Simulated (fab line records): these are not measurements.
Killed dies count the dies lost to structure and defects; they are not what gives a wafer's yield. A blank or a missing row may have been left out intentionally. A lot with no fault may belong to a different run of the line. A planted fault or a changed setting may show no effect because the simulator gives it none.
A struck lot beside a sound one || flow n5Finfet || 39 out of 1938 route steps
Sound: the wafers L247.3, L247.4, L247.6. Wafers L252.1, L252.3, L252.4 were the ones struck. The cause comes at the end.
For every step that has rows: the tool of each side, followed by ch and its chambers, followed by its first start. Under that, the readings that differ: sound wafers || struck wafers || difference of the means || sigmas: that difference in standard deviations of wafers without a fault.
alike: readings with means less than 2 such deviations apart, plus words and numbers identical on both sides. not compared: withheld readings, readings lacking a value on some wafer, bounds such as >300 that could conceal the same value, and numbers that have no deviation in the record and whose values overlap.
A row with sigmas, a row that says differs or no value, or rows on one side alone: a step with any of these is where the two part. When numbers do not overlap yet have no deviation, they are printed without sigmas and do not part them. A reading that every wafer of one side lacks parts them only if that side has two wafers or more.

first, 9 steps without rows for these wafers: N5_STI_FIN_REVEAL_PRECLEAN_18 (cleans in SC2, time 45 s); N5_STI_FIN_REVEAL_SRD_28 (time 30 s); N5_DUMMY_GATE_PRECLEAN_00 (cleans in O3/DIW, time 60 s); N5_DUMMY_GATE_SRD_01 (time 30 s); N5_DUMMY_GATE_ALD_02 (deposits SiO2, target thk 2 nm, pulse time 1 s); N5_DUMMY_GATE_CVD_03 (deposits a-Si from SiH4, target thk 150 nm, time 8042 s); N5_DUMMY_GATE_PRECLEAN_46 (cleans in DIW, time 89.5 s); N5_DUMMY_GATE_SRD_47 (dry time 32 s); N5_DUMMY_GATE_CMP_04 (polishes a-Si).
N5_DUMMY_GATE_HM_DEP_06: deposits SiNx from DCS/NH3, target thk 80 nm, time 5141 s.
  sound on lpcvd-01 ch 1/100,1/104,1/114, day 3 05:36; struck on lpcvd-01 ch 0/40,0/50,0/54, day 4 12:43
  alike: spikeTcTopC
then, 10 steps without rows for these wafers: N5_DUMMY_GATE_PECVD_30 (deposits SiO2 from TEOS/O2, target thk 55 nm, time 10.8 s); N5_DUMMY_GATE_COAT_34 (time 60 s, resist thk 60 nm); N5_DUMMY_GATE_COAT_35 (time 60 s, resist thk 10 nm); N5_DUMMY_GATE_COAT_28 (time 60 s, resist thk 10 nm); N5_DUMMY_GATE_COAT_09 (resist thk 30 nm); N5_DUMMY_GATE_EBR_11; N5_DUMMY_GATE_SOFTBAKE_10 (time 60 s); N5_DUMMY_GATE_EXPOSE_12 (exposes mask GATE, target cd 25 nm); N5_DUMMY_GATE_PEB_13 (peb time 60 s); N5_DUMMY_GATE_DEVELOP_14 (develop time 30 s).
N5_DUMMY_GATE_INSPECT_17: inspects for defects (brightfield).
  sound on defectInspect-01, day 3 10:06; struck on defectInspect-02, day 4 17:05
{"reading": "rawDefectCount", "sound": "153 142 130", "struck": "1096 1065 1062", "difference": "+933", "sigmas": "+22"}
then, 14 steps without rows for these wafers: N5_DUMMY_GATE_DESCUM_20 (chemistry O2, time 6.2 s); N5_DUMMY_GATE_ETCH_29 (etches underlayer in N2/H2, target depth 13 nm); N5_DUMMY_GATE_ETCH_36 (etches SiARC in CF4, target depth 13 nm); N5_DUMMY_GATE_ETCH_37 (etches SOC in N2/H2, target depth 60 nm, overetch 30 nm); N5_DUMMY_GATE_STRIP_38 (strips in N2/H2); N5_DUMMY_GATE_STRIP_39 (strips in N2/H2); N5_DUMMY_GATE_TRIM_49 (chemistry O2, time 29 s, target cd 14 nm); N5_DUMMY_GATE_STRIP_40 (strips in CF4); N5_DUMMY_GATE_ETCH_31 (etches SiO2 in C4F6/O2, target depth 82.5 nm, time 27.5 s); N5_DUMMY_GATE_STRIP_41 (strips in O2); N5_DUMMY_GATE_HM_OPEN_21 (chemistry CH3F/O2, target SiNx, target depth 120 nm, time 171.4 s); N5_DUMMY_GATE_ETCH_32 (etches SiO2 in CF4, target depth 3.5 nm, time 3.9 s); N5_DUMMY_GATE_ETCH_23 (etches poly-Si in HBr/Cl2/O2, target depth 41 nm, time 22.3 s); N5_DUMMY_GATE_ETCH_44 (etches poly-Si in HBr/O2, stops on SiO2, target depth 127.5 nm).
N5_SPACER0_INSPECT_04: inspects for defects (darkfield).
  sound on defectInspect-02, day 3 11:53; struck on defectInspect-02, day 4 20:14
{"reading": "rawDefectCount", "sound": "110 108 84", "struck": "1037 998 1020", "difference": "+918", "sigmas": "+30"}
N5_SD_EPI_N_INSPECT_11: inspects for defects (macro).
  sound on defectInspect-02, day 3 12:21; struck on defectInspect-01, day 4 20:33
{"reading": "rawDefectCount", "sound": "3 3 2", "struck": ">300 >300 >300", "difference": "differs", "sigmas": ""}
-- record jumps: 5 days separate the struck wafers' starts on either side; left off in module SD_EPI_N, taken up again in module BEOL_M4, whose first shown step is the route's number 1111 --
N5_BEOL_M4_RC_MEAS_101:
  sound on prober-02 ch 0, day 9 08:33; struck on prober-02 ch 0, day 10 00:52
{"reading": "IOFF_P (nA/um)", "sound": "0.21 0.23 0.18", "struck": "0.31 0.31 0.28", "difference": "+0.09", "sigmas": "+2"}
{"reading": "ION_P (uA/um)", "sound": "467 461 466", "struck": "484 490 473", "difference": "+18", "sigmas": "+2"}
{"reading": "VT_P (mV)", "sound": "-249.6 -247.9 -252.8", "struck": "-241.3 -240.8 -241.1", "difference": "+9.0", "sigmas": "+3"}
  alike: DIBL_N, DIBL_P, IOFF_N, ION_N, SS_N, SS_P, VT_N
-- the record jumps here: 4 days lie between the struck wafers' starts before and after (it left off in module BEOL_M4 and takes up again in module PASSIVATION, whose first step shown is number 1936 of the route) --
N5_PASSIVATION_PROBE_49:
  only the struck wafers here have rows in the record (prober-01, day 14 10:29); the sound ones have none

## WHERE THEY PART
Last at N5_PASSIVATION_PROBE_49 as far as this record goes, first at N5_DUMMY_GATE_INSPECT_17.

WHY: what had been put in by the simulator
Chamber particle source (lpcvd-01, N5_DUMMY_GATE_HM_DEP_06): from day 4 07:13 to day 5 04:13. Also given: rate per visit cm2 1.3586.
